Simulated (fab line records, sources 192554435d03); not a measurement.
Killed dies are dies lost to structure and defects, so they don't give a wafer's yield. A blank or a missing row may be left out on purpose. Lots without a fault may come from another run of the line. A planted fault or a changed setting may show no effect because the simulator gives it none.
A struck lot beside a sound one | flow n5_finfet | 36 steps out of a route of 1938
Sound: wafers L827.1, L827.2, L827.3. Struck: wafer L822.3. (L822.5, L822.6 of the same lot were not struck and are left out.) The cause comes at the end.
At each step with rows: each side's tool, then ch and its chambers, then its first start. Under that, the readings that differ: sound wafers | struck wafers | difference of the means | sigmas: that difference in standard deviations of wafers without a fault.
alike: readings whose means differ by less than 2 such deviations, and words and numbers that are the same on both sides. not compared: withheld readings, readings that some wafer has no value for, bounds like >300 that may hide the same value, and numbers for which the record gives no deviation and whose values overlap.
The two part at a step that has a row with sigmas, a row that says differs or no value, or rows on one side only. Numbers that don't overlap but have no deviation are shown without sigmas and don't part them. A reading that every wafer of one side lacks parts them only if that side has two wafers or more.

first, 9 steps without rows for these wafers: N5_BEOL_M4_ANNEAL_95 (time 240 s); N5_BEOL_M4_SPUTTER_96 (material Cu, target thk 4.5 nm, time 8.29 s); N5_BEOL_M4_ECD_50 (material Cu, target thk 300 nm); N5_BEOL_M4_ANNEAL_51 (time 90 s); N5_BEOL_M4_CMP_52 (polishes, stops on SiOC, t overpolish 6.8 s, target thk 40 nm); N5_BEOL_M4_PRE_CLEAN_60 (time 15 s); N5_BEOL_M4_CO_CAP_55 (material Co, precursor CCTBA/H2, target thk 2 nm, time 102.1 s); N5_BEOL_M4_PRE_CLEAN_56 (time 15 s); N5_BEOL_M4_DEP_57 (deposits SiCN from 3MS/NH3, target thk 8 nm, time 14 s).
N5_BEOL_M4_RC_MEAS_101:
  sound on prober-02 ch 0, day 12 04:20; struck on prober-02 ch 0, day 10 21:26
  reading       | sound          | struck | difference | sigmas
  DIBL_N (mV/V) | 35.8 36.3 36.2 | 38.8   | +2.7       | +3
  SS_N (mV/dec) | 71.8 71.4 71.2 | 72.6   | +1.1       | +2
  SS_P (mV/dec) | 73.7 72.8 72.6 | 74.1   | +1.1       | +2
  alike: DIBL_P, IOFF_N, IOFF_P, ION_N, ION_P, VT_N, VT_P
then, 24 steps without rows for these wafers: N5_BEOL_M5_ILD_DEP_00 (deposits SiCOH lowk from DEMS/porogen, target thk 140.64 nm, time 25.9 s); N5_BEOL_M5_CURE_79 (cures SiCOH lowk, time 240 s); N5_BEOL_M5_PECVD_70 (deposits SiO2 from TEOS/O2, target thk 16 nm, time 18 s); N5_BEOL_M5_HM_DEP_02 (deposits TiN, target thk 20 nm); N5_BEOL_M5_COAT_59 (time 60 s, resist thk 60 nm); N5_BEOL_M5_COAT_60 (time 60 s, resist thk 12 nm); N5_BEOL_M5_COAT_71 (time 60 s, resist thk 5 nm); N5_BEOL_M5_COAT_05 (resist thk 30 nm); N5_BEOL_M5_EBR_07; N5_BEOL_M5_SOFTBAKE_06 (time 60 s); N5_BEOL_M5_EXPOSE_08 (exposes mask M5, target cd 28 nm); N5_BEOL_M5_PEB_09 (peb time 60 s); N5_BEOL_M5_DEVELOP_10 (develop time 30 s); N5_BEOL_M5_DESCUM_16 (chemistry O2, time 7 s); N5_BEOL_M5_ETCH_72 (etches underlayer in N2/H2, target depth 6.5 nm, time 5.2 s); N5_BEOL_M5_ETCH_61 (etches SiARC in CF4, target depth 15.6 nm, time 26 s); N5_BEOL_M5_ETCH_62 (etches SOC in N2/H2, target depth 75 nm, overetch 15 nm, time 112.5 s); N5_BEOL_M5_STRIP_63 (strips in N2/H2); N5_BEOL_M5_STRIP_73 (strips in N2/H2); N5_BEOL_M5_STRIP_64 (strips in CF4); N5_BEOL_M5_HM_OPEN_17 (chemistry Cl2/BCl3, target TiN, target depth 20 nm, overetch 6 nm); N5_BEOL_M5_STRIP_19 (strips in O2); N5_BEOL_M5_COAT_65 (time 60 s, resist thk 60 nm); N5_BEOL_M5_COAT_66 (time 60 s, resist thk 12 nm).
-- the record jumps here: 4 days lie between the struck wafers' starts before and after (it left off in module BEOL_M5 and takes up again in module MIM_TOP_ETCH, whose first step shown is number 1853 of the route) --
N5_MIM_TOP_ETCH_PECVD_03: deposits SiNx from SiH4/NH3/N2, target thk 20 nm, time 17.6 s.
  sound on pecvd-01 ch 0,1,2, day 15 16:06; struck on pecvd-02 ch 2, day 14 13:59
  reading                                         | sound          | struck | difference | sigmas
  model.SiNx_of_MIM_TOP_ETCH_PECVD_03.thk_nm (nm) | 19.6 19.8 19.8 | 31.8   | +12.1      |
  alike: heater_power_w, showerhead_plenum_p_Torr, throttle_valve_pct
N5_PASSIVATION_PROBE_49:
  the record has rows for the struck wafers here (prober-01, day 15 00:20) and none for the sound ones

WHERE THEY PART
First at N5_BEOL_M4_RC_MEAS_101; last, within this record, at N5_PASSIVATION_PROBE_49.

WHY: what the simulator had put in
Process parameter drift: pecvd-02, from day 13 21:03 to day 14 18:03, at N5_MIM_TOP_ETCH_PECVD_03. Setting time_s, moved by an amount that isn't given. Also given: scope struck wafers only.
